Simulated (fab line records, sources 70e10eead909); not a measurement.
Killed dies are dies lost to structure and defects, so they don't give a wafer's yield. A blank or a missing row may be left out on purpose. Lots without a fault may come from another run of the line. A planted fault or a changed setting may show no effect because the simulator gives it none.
fab line records | flow nand_harc
record lots=12 wafers=36 last_day=25
route steps=1159 shown P_GATE@187 P_CONTACT@233 END@1159
lots that met no fault: from a run of the same line without faults
start_h: hours from the record's first day to the start of the lot's first wafer shown | wait_h: hours since the lot's step before | " the same as in the row above | L1.1+2: a row that stands for several wafers | - no value, or no start given | * or withheld: withheld | < > ~ a bound
route shown NAME@n: a module of which the file shows steps, and the number in the route of the first | usual: mean/standard deviation of fault-free wafers | same: alike in all rows | chamber/n: place in a boat | sites: the reading at each site | _std_site: their standard deviation | _edge_site: outer sites' mean less inner sites' | radius_mm: how far each site lies from the wafer's centre | mask NAME#n: copy n | behind: the tool/chamber that last shaped the wafer | hold: why the lot was held/for how many hours/how that ended | device: the transistor (n, p or np) that didn't switch | end of line: the same wafers' tests at the end of the route | a step without rows: its recipe alone | killed: dies lost to structure and defects at the first sort, not the wafer's yield | map: a wafer's dies, x killed, . not, _ none there
set.NAME: the setting as run; set.NAME@STEP: as run at that earlier step | model.NAME: the simulator's own value behind a step, which no gauge read
steps of the route over a sample of lots; a table a step, a row a wafer
services: from which hour (start_h, from the record's first day; less than 0 if before it) a tool's chamber was out of use, for how many hours, and why
## steps
# step NHARC_P_GATE_DESCUM_61
# recipe time_s=3 o2_flow_sccm=200 ar_flow_sccm=0 bias_power_w=0 chemistry=O2
# usual drypump_motor_current_A=5.5/0.34 oes_product_au=1.002/0.013 rf_vpp_V=57.5/0.84 showerhead_plenum_p_Torr=1.86/0.055 throttle_valve_pct=11.312/0.0084
# same time_s=3
# columns lot.wafer tool chamber start_h wait_h drypump_motor_current_A oes_product_au rf_hours_counter_h rf_vpp_V showerhead_plenum_p_Torr throttle_valve_pct
L352.2 rie_diel-05 2 130.66 - 5.6 1.006 25 58.2 1.85 11.307
L352.5 " 2 " " 5.6 0.995 - 57.6 1.85 11.319
L352.6 " 0 " " 5.5 1.010 - 57.4 1.80 11.306
L355.2 rie_diel-05 2 145.29 - 5.6 1.001 28 57.1 1.85 11.315
L355.6 " 3 " " 5.5 1.015 - 55.7 1.85 11.306
L355.5 " 0 " " 5.6 1.015 - 56.3 1.80 11.317
L356.2 rie_diel-05 2 149.47 - 5.6 1.000 28 58.9 1.85 11.313
L356.1 " 0 " " 5.6 1.007 29 57.7 1.80 11.313
L356.6 " 2 " " 5.6 0.982 - 58.3 1.85 11.301
L357.3 rie_diel-05 1 149.68 - 5.4 0.999 29 57.2 1.86 11.306
L357.4 " 2 " " 5.6 1.002 28 57.8 1.85 11.313
L357.5 " 1 " " 5.4 0.998 - 56.2 1.86 11.315
L359.3 rie_diel-11 0 163.89 - 6.0 0.994 55 57.7 1.97 11.315
L359.4 " 2 " " 5.1 0.991 51 57.8 1.85 11.324
L359.2 " 3 " " 5.5 1.001 54 56.6 1.84 11.321
L361.4 rie_diel-05 2 185.62 - 5.6 1.029 2 57.6 1.85 11.310
L361.3 " 3 " " 5.5 1.012 2 57.5 1.84 11.322
L361.2 " 0 " " 5.5 0.994 2 56.4 1.80 11.315
L360.3 rie_diel-05 0 185.98 - 5.6 0.995 2 57.8 1.80 11.314
L360.4 " 2 " " 5.6 1.017 2 57.3 1.85 11.314
L360.6 " 1 " " 5.4 0.980 - 56.8 1.86 11.318
L362.2 rie_diel-05 2 191.90 - 5.6 1.019 2 58.3 1.85 11.306
L362.5 " 2 " " 5.6 1.011 - 56.7 1.85 11.313
L362.6 " 3 " " 5.5 1.020 - 55.9 1.84 11.316
L363.3 rie_diel-05 0 196.33 - 5.5 0.997 4 57.2 1.80 11.310
L363.4 " 0 " " 5.6 0.996 - 58.2 1.80 11.311
L363.5 " 1 " " 5.4 0.984 - 58.1 1.86 11.307
L369.2 rie_diel-05 3 231.20 - 5.5 1.015 13 57.5 1.84 11.298
L369.4 " 0 " " 5.5 0.993 14 57.5 1.80 11.310
L369.6 " 2 " " 5.6 0.995 - 58.0 1.84 11.319
L370.3 rie_diel-05 3 231.82 - 5.5 1.025 13 57.8 1.84 11.311
L370.1 " 2 " " 5.6 0.999 14 57.8 1.84 11.303
L370.5 " 3 " " 5.5 1.022 - 57.6 1.84 11.317
L371.4 rie_diel-05 1 232.06 - 5.4 0.983 15 58.2 1.86 11.331
L371.2 " 2 " " 5.6 1.006 14 57.4 1.84 11.323
L371.3 " 3 " " 5.5 1.034 13 56.2 1.84 11.303
# step NHARC_P_GATE_STRIP_112
# recipe power_w=1500 temp_c=110 time_s=200 chemistry=N2/H2
# usual drypump_motor_current_A=5.7/0.41 heater_power_w=85/11
# same time_s=200
# columns lot.wafer tool chamber start_h wait_h drypump_motor_current_A heater_power_w rf_hours_counter_h
L352.2 plasma_asher-02 0 131.06 0.2 6.4 97 41
L352.6 " 0 " " 6.4 101 -
L352.5 " 1 " " 5.4 93 -
L355.2 plasma_asher-01 1 145.63 0.2 5.3 80 13
L355.6 " 1 " " 5.3 81 -
L355.5 " 0 " " 5.6 71 -
L356.2 plasma_asher-01 1 149.83 0.2 5.3 80 15
L356.1 " 0 " " 5.6 72 15
L356.6 " 0 " " 5.6 70 -
L357.4 plasma_asher-01 1 150.24 0.3 5.3 80 -
L357.3 " 0 " " 5.6 73 -
L357.5 " 0 " " 5.6 70 -
L359.2 plasma_asher-02 0 164.26 0.2 6.4 96 53
L359.3 " 0 " " 6.4 99 -
L359.4 " 1 " " 5.4 91 -
L361.2 plasma_asher-01 0 185.97 0.2 5.6 71 26
L361.3 " 0 " " 5.6 72 -
L361.4 " 1 " " 5.3 80 -
L360.3 plasma_asher-01 1 186.66 0.4 5.3 81 -
L360.4 " 0 " " 5.7 71 -
L360.6 " 1 " " 5.3 82 -
L362.2 plasma_asher-02 0 192.32 0.2 6.4 99 0
L362.6 " 1 " " 5.4 88 -
L362.5 " 0 " " 6.4 100 -
L363.3 plasma_asher-01 0 196.81 0.2 5.6 72 -
L363.4 " 1 " " 5.4 79 -
L363.5 " 1 " " 5.3 80 -
L369.2 plasma_asher-02 0 231.58 0.2 6.4 102 12
L369.4 " 0 " " 6.4 102 -
L369.6 " 1 " " 5.4 89 -
L370.1 plasma_asher-02 0 232.25 0.2 6.4 101 13
L370.3 " 0 " " 6.4 101 -
L370.5 " 0 " " 6.4 102 -
L371.2 plasma_asher-02 0 232.53 0.3 6.4 100 13
L371.4 " 0 " " 6.4 100 -
L371.3 " 1 " " 5.4 89 -
# step NHARC_P_GATE_STRIP_76
# recipe power_w=1500 temp_c=250 chemistry=O2
# usual drypump_motor_current_A=5.7/0.41 heater_power_w=320/39
# columns lot.wafer tool chamber start_h wait_h drypump_motor_current_A heater_power_w rf_hours_counter_h
L352.2 plasma_asher-02 0 131.32 0.2 6.4 376 42
L352.6 " 0 " " 6.4 362 -
L352.5 " 1 " " 5.4 343 -
L355.2 plasma_asher-01 1 145.89 0.2 5.3 301 13
L355.6 " 1 " " 5.3 305 -
L355.5 " 0 " " 5.6 269 -
L356.2 plasma_asher-01 1 150.08 0.2 5.3 298 15
L356.1 " 0 " " 5.6 259 15
L356.6 " 0 " " 5.6 271 -
L357.4 plasma_asher-01 1 150.43 0.2 5.3 300 -
L357.3 " 0 " " 5.6 273 -
L357.5 " 0 " " 5.6 268 -
L359.2 plasma_asher-02 0 164.52 0.2 6.4 363 54
L359.3 " 0 " " 6.4 369 -
L359.4 " 1 " " 5.4 338 -
L361.2 plasma_asher-01 0 186.23 0.2 5.6 269 26
L361.3 " 0 " " 5.6 258 -
L361.4 " 1 " " 5.3 295 -
L360.3 plasma_asher-01 1 186.86 0.2 5.3 295 -
L360.4 " 0 " " 5.6 266 -
L360.6 " 1 " " 5.3 300 -
L362.2 plasma_asher-02 0 192.55 0.2 6.4 368 0
L362.6 " 1 " " 5.4 342 -
L362.5 " 0 " " 6.4 377 -
L363.3 plasma_asher-01 0 197.00 0.2 5.6 269 -
L363.4 " 1 " " 5.3 297 -
L363.5 " 1 " " 5.4 303 -
L369.2 plasma_asher-02 0 231.84 0.2 6.4 383 13
L369.4 " 0 " " 6.4 377 -
L369.6 " 1 " " 5.4 338 -
L370.1 plasma_asher-02 0 232.48 0.2 6.4 376 13
L370.3 " 0 " " 6.4 366 -
L370.5 " 0 " " 6.4 383 -
L371.2 plasma_asher-02 0 232.79 0.2 6.4 377 13
L371.4 " 0 " " 6.4 373 -
L371.3 " 1 " " 5.4 341 -
# step NHARC_P_GATE_INSPECT_68
# usual raw_defect_count=212/77
# columns lot.wafer tool chamber start_h wait_h raw_defect_count
L352.2 defect_inspect-01 - 135.55 0.1 266
L352.5 " - " " 239
L352.6 " - " " 226
L355.2 defect_inspect-02 - 150.08 0.1 276
L355.5 " - " " 133
L355.6 " - " " 192
L356.1 defect_inspect-02 - 154.20 0.2 142
L356.2 " - " " 152
L356.6 " - " " 193
L357.3 defect_inspect-01 - 154.47 0.1 93
L357.4 " - " " 128
L357.5 " - " " 93
L359.2 defect_inspect-01 - 168.76 0.1 188
L359.3 " - " " 204
L359.4 " - " " 259
L361.2 defect_inspect-02 - 190.22 0.1 177
L361.3 " - " " 206
L361.4 " - " " 1094
L360.3 defect_inspect-01 - 190.99 0.1 1039
L360.4 " - " " 198
L360.6 " - " " 1151
L362.2 defect_inspect-01 - 196.70 0.1 116
L362.5 " - " " 121
L362.6 " - " " 127
L363.3 defect_inspect-01 - 201.23 0.1 208
L363.4 " - " " 927
L363.5 " - " " 882
L369.2 defect_inspect-02 - 236.96 0.1 164
L369.4 " - " " 217
L369.6 " - " " 318
L370.1 defect_inspect-02 - 237.41 0.3 295
L370.3 " - " " 224
L370.5 " - " " 283
L371.2 defect_inspect-01 - 237.85 0.3 122
L371.3 " - " " 165
L371.4 " - " " 175
# step NHARC_P_CONTACT_OVL_MEAS_13
# usual overlay_x_nm=-0.1/0.88 overlay_y_nm=0.1/0.87
# columns lot.wafer tool chamber start_h wait_h overlay_x_nm overlay_y_nm
L352.2 overlay-01 - 137.13 - -0.5 -0.9
L352.5 " - " " -0.6 -0.8
L352.6 " - " " -0.6 -1.6
L355.2 overlay-01 - 151.79 - -0.6 0.7
L355.5 " - " " -1.2 0.8
L355.6 " - " " -1.4 0.4
L356.1 overlay-02 - 155.90 - -0.6 1.0
L356.2 " - " " -1.1 0.6
L356.6 " - " " -1.2 0.7
L357.3 overlay-01 - 156.21 - 1.5 1.3
L357.4 " - " " 1.7 1.9
L357.5 " - " " 1.7 1.0
L359.2 overlay-01 - 170.34 - 1.1 0.3
L359.3 " - " " 0.9 -0.1
L359.4 " - " " 0.6 0.3
L361.2 overlay-02 - 191.91 - 2.3 -0.2
L361.3 " - " " 2.1 0.4
L361.4 " - " " 2.0 -0.2
L360.3 overlay-02 - 192.78 - -0.5 -0.7
L360.4 " - " " -0.8 -0.7
L360.6 " - " " -0.9 -0.8
L362.2 overlay-01 - 198.42 - -0.4 0.6
L362.5 " - " " -0.3 1.5
L362.6 " - " " -0.5 1.2
L363.3 overlay-01 - 203.16 - 0.2 -1.1
L363.4 " - " " 0.3 -1.2
L363.5 " - " " 0.2 -1.1
L369.2 overlay-01 - 238.56 - -0.9 1.0
L369.4 " - " " -0.2 0.5
L369.6 " - " " -0.1 0.4
L370.1 overlay-02 - 239.23 - -1.1 0.2
L370.3 " - " " -0.5 0.3
L370.5 " - " " -1.1 0.0
L371.2 overlay-01 - 239.59 - -0.5 0.5
L371.3 " - " " -0.3 0.5
L371.4 " - " " -0.4 1.5
# step NHARC_END_SORT_01
# recipe temp_c=25
# usual killed_at_array=28/11 killed_at_other=0.7/0.88 killed_at_periphery=3.1/2.2 killed_dies=31/12 killed_open=3.3/2 killed_short=2.0/1.6
# same gross_dies=677
# columns lot.wafer tool chamber start_h wait_h killed_at_array killed_at_other killed_at_periphery killed_dies killed_open killed_short
L357.3 prober-02 0 500.25 3.1 20 1 2 23 2 6
L357.4 prober-02 0 501.05 3.4 14 2 1 17 2 6
L357.5 prober-02 0 501.85 3.7 14 1 0 15 1 0
L359.2 prober-01 0 502.72 2.8 27 0 3 30 3 3
L359.3 prober-01 0 503.52 3.1 25 1 4 30 1 2
L359.4 prober-01 0 504.32 3.4 23 1 4 28 5 3
L361.2 prober-01 0 518.38 2.8 28 1 1 30 1 2
L361.3 prober-01 0 519.17 3.1 29 0 6 35 5 2
L361.4 prober-01 0 519.95 3.4 24 0 103 127 0 4
L360.3 prober-02 0 526.08 3.1 32 0 94 126 1 6
L360.4 prober-02 0 526.88 3.4 37 0 1 38 4 0
L360.6 prober-02 0 528.48 4.0 40 0 102 142 5 4
L362.2 prober-01 0 544.93 2.8 33 1 0 34 1 3
L362.5 prober-01 0 547.33 3.7 23 3 2 28 4 2
L362.6 prober-01 0 548.14 4.0 30 0 4 34 2 2
L363.3 prober-02 0 545.68 3.1 13 0 2 15 2 2
L363.4 prober-02 0 546.47 3.4 18 0 101 119 2 3
L363.5 prober-02 0 547.26 3.7 10 0 97 107 1 1
# killed by level:class
L357.3 A_STAIRCASE:chamber_film_flake=5 A_ZERO_WELL:chamber_film_flake=3 A_CHANNEL_HOLE_D1:chamber_film_flake=3 P_GATE:geometric_particle:short=1 P_M0:geometric_particle:open=1 A_SOURCE_PLATE:geometric_particle:short=1 A_SGD_CUT:geometric_particle:short=1 A_WL_FILL:geometric_particle:short=1
L357.4 A_ZERO_WELL:chamber_film_flake=3 A_CHANNEL_HOLE_D1:chamber_film_flake=3 A_CHANNEL_FILL_D1:geometric_particle:short=2 A_ONON_D1:geometric_particle:short=1 A_WL_FILL:geometric_particle:short=1 A_WL_FILL:geometric_particle:open=1 A_M0:geometric_particle:open=1 STARTING-WAFER:geometric_particle:short=1
L357.5 A_STAIRCASE:chamber_film_flake=5 A_ZERO_WELL:chamber_film_flake=4 A_CHANNEL_FILL_D1:chamber_film_flake=2 A_CHANNEL_FILL_D1:geometric_particle:open=1 A_CHANNEL_HOLE_D1:chamber_film_flake=1 A_CONTACT:chamber_film_flake=1 THIN_TSV:chamber_film_flake=1
L359.2 A_SLIT:chamber_film_flake=12 A_WL_FILL:chamber_film_flake=4 A_CHANNEL_HOLE_D1:chamber_film_flake=3 A_STAIRCASE:chamber_film_flake=3 P_STI:geometric_particle:short=1 P_CONTACT:geometric_particle:open=1 A_CHANNEL_FILL_D1:geometric_particle:short=1 A_CHANNEL_FILL_D1:geometric_particle:open=1
L359.3 A_SLIT:chamber_film_flake=9 P_ZERO_WELL:chamber_film_flake=4 A_STAIRCASE:chamber_film_flake=4 A_CHANNEL_HOLE_D1:chamber_film_flake=4 A_CONTACT:chamber_film_flake=4 A_CHANNEL_FILL_D1:geometric_particle:open=1 A_CHANNEL_FILL_D1:geometric_particle:short=1 A_STAIRCASE:geometric_particle:short=1
L359.4 A_SLIT:chamber_film_flake=7 A_STAIRCASE:chamber_film_flake=5 P_ZERO_WELL:chamber_film_flake=2 A_CHANNEL_FILL_D1:chamber_film_flake=2 A_CONTACT:chamber_film_flake=2 P_CONTACT:geometric_particle:open=1 P_M2:geometric_particle:short=1 A_SOURCE_PLATE:geometric_particle:open=1
L361.2 A_SLIT:chamber_film_flake=8 A_STAIRCASE:chamber_film_flake=7 A_CHANNEL_HOLE_D1:chamber_film_flake=5 A_CONTACT:chamber_film_flake=3 A_CHANNEL_FILL_D1:chamber_film_flake=2 A_WL_FILL:geometric_particle:short=1 A_M0:geometric_particle:open=1 P_STI:chamber_film_flake=1
L361.3 A_SLIT:chamber_film_flake=11 P_STI:chamber_film_flake=5 A_STAIRCASE:chamber_film_flake=4 A_CHANNEL_HOLE_D1:chamber_film_flake=3 A_CONTACT:chamber_film_flake=3 P_M0:geometric_particle:short=1 A_ONON_D1:geometric_particle:open=1 A_CHANNEL_HOLE_D1:geometric_particle:open=1
L361.4 P_GATE:unspecified=101 A_SLIT:chamber_film_flake=9 A_CHANNEL_HOLE_D1:chamber_film_flake=8 A_ONON_D1:geometric_particle:short=3 P_STI:chamber_film_flake=2 A_M1:chamber_film_flake=2 A_CHANNEL_HOLE_D1:geometric_particle:short=1 A_CHANNEL_FILL_D1:chamber_film_flake=1
L360.3 P_GATE:unspecified=89 A_SLIT:chamber_film_flake=12 A_CHANNEL_HOLE_D1:chamber_film_flake=6 A_STAIRCASE:chamber_film_flake=4 A_CONTACT:chamber_film_flake=3 P_CONTACT:geometric_particle:short=2 P_ZERO_WELL:chamber_film_flake=2 P_STI:geometric_particle:short=1
L360.4 A_CHANNEL_HOLE_D1:chamber_film_flake=12 A_SLIT:chamber_film_flake=9 A_STAIRCASE:chamber_film_flake=4 A_CONTACT:chamber_film_flake=3 A_ZERO_WELL:chamber_film_flake=3 A_SGD_CUT:chamber_film_flake=2 P_M0:geometric_particle:open=1 A_CHANNEL_FILL_D1:geometric_particle:open=1
L360.6 P_GATE:unspecified=100 A_CHANNEL_HOLE_D1:chamber_film_flake=15 A_SLIT:chamber_film_flake=7 A_STAIRCASE:chamber_film_flake=5 A_M1:geometric_particle:open=3 A_CONTACT:chamber_film_flake=2 A_ONON_D1:geometric_particle:short=1 A_CHANNEL_HOLE_D1:geometric_particle:short=1
L362.2 A_CHANNEL_HOLE_D1:chamber_film_flake=23 A_STAIRCASE:chamber_film_flake=3 A_ONON_D1:geometric_particle:short=1 A_WL_FILL:geometric_particle:short=1 A_CONTACT:geometric_particle:open=1 A_M0:geometric_particle:short=1 A_ZERO_WELL:chamber_film_flake=1 A_CONTACT:chamber_film_flake=1
L363.3 A_CHANNEL_HOLE_D1:chamber_film_flake=4 A_CONTACT:geometric_particle:short=2 P_ZERO_WELL:chamber_film_flake=2 A_STAIRCASE:chamber_film_flake=2 A_CONTACT:chamber_film_flake=2 A_ONON_D1:geometric_particle:open=1 A_M0:geometric_particle:open=1 A_ZERO_WELL:chamber_film_flake=1
L363.4 P_GATE:unspecified=98 A_CHANNEL_HOLE_D1:chamber_film_flake=6 A_ZERO_WELL:chamber_film_flake=4 A_STAIRCASE:chamber_film_flake=4 P_M0:geometric_particle:short=1 A_ONON_D1:geometric_particle:short=1 A_WL_FILL:geometric_particle:short=1 A_CONTACT:geometric_particle:open=1
L363.5 P_GATE:unspecified=94 A_CONTACT:chamber_film_flake=4 A_CHANNEL_HOLE_D1:chamber_film_flake=2 P_M0:geometric_particle:open=1 A_M0:geometric_particle:short=1 P_ZERO_WELL:chamber_film_flake=1 P_M0:chamber_film_flake=1 A_ZERO_WELL:chamber_film_flake=1
L362.5 A_CHANNEL_HOLE_D1:chamber_film_flake=11 A_CONTACT:chamber_film_flake=4 THIN_TSV:chamber_film_flake=3 A_STAIRCASE:chamber_film_flake=2 P_CONTACT:geometric_particle:open=1 A_SOURCE_PLATE:geometric_particle:open=1 A_ONON_D1:geometric_particle:short=1 A_CHANNEL_FILL_D1:geometric_particle:short=1
L362.6 A_CHANNEL_HOLE_D1:chamber_film_flake=17 A_CONTACT:chamber_film_flake=8 P_M0:chamber_film_flake=3 A_STAIRCASE:chamber_film_flake=2 P_CONTACT:geometric_particle:open=1 A_SOURCE_PLATE:geometric_particle:short=1 A_CHANNEL_HOLE_D1:geometric_particle:short=1 A_CONTACT:geometric_particle:open=1
## services
# columns tool chamber start_h hours kind
plasma_asher-01 0 108.00 - clean
plasma_asher-01 1 108.00 - clean
rie_diel-05 0 118.85 - clean
rie_diel-05 1 118.85 - clean
rie_diel-05 2 118.85 - clean
rie_diel-05 3 118.85 - clean
rie_diel-05 3 119.35 19.2 repair
rie_diel-05 0 143.35 - clean
rie_diel-05 1 143.35 - clean
rie_diel-05 2 143.35 - clean
rie_diel-05 3 143.35 - clean
plasma_asher-02 - 155.82 0.7 repair
rie_diel-05 - 164.53 9.0 pm
rie_diel-05 0 164.53 9.0 vent_cycle
rie_diel-11 0 180.93 2.1 repair
plasma_asher-02 - 183.00 9.0 pm
plasma_asher-02 0 183.00 9.0 vent_cycle
plasma_asher-02 1 183.00 9.0 vent_cycle
rie_diel-11 - 191.37 9.0 pm
plasma_asher-02 0 192.00 - clean
plasma_asher-02 1 192.00 - clean
rie_diel-05 3 193.54 2.9 repair
plasma_asher-01 - 193.75 1.8 repair
rie_diel-11 2 228.09 10.0 repair
## key
first_sign step=NHARC_P_GATE_INSPECT_68 reading=raw_defect_count direction=up sigmas=11 usual=212 struck=1019
effect step=NHARC_END_SORT_01 reading=killed_at_periphery direction=up sigmas=45 usual=3.1 struck=99.4
more_kills_born_at NHARC_P_GATE_STRIP_112@plasma_asher-01=482
met_at NHARC_P_GATE_STRIP_112
struck_lots L360,L361,L363
struck_wafers L360.3,L360.6,L361.4,L363.4,L363.5
tester_left_out L360,L361,L363
not_acting_at NHARC_P_GATE_DESCUM_61,NHARC_P_GATE_STRIP_76,NHARC_P_CONTACT_OVL_MEAS_13
onset_between 150.24 185.97
fault kind=chamber_particle_source tool=plasma_asher-01 chamber=1 onset_h=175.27 steps=NHARC_P_GATE_STRIP_112 rate_per_visit_cm2=1.2559 end_h=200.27
# tester_left_out: of these lots the tester's yield and bins aren't shown, on N5 and GAA mostly nor the transistor test; their killed dies are dies lost to structure and defects alone, not to doping, threshold or leakage, so they don't give the yield
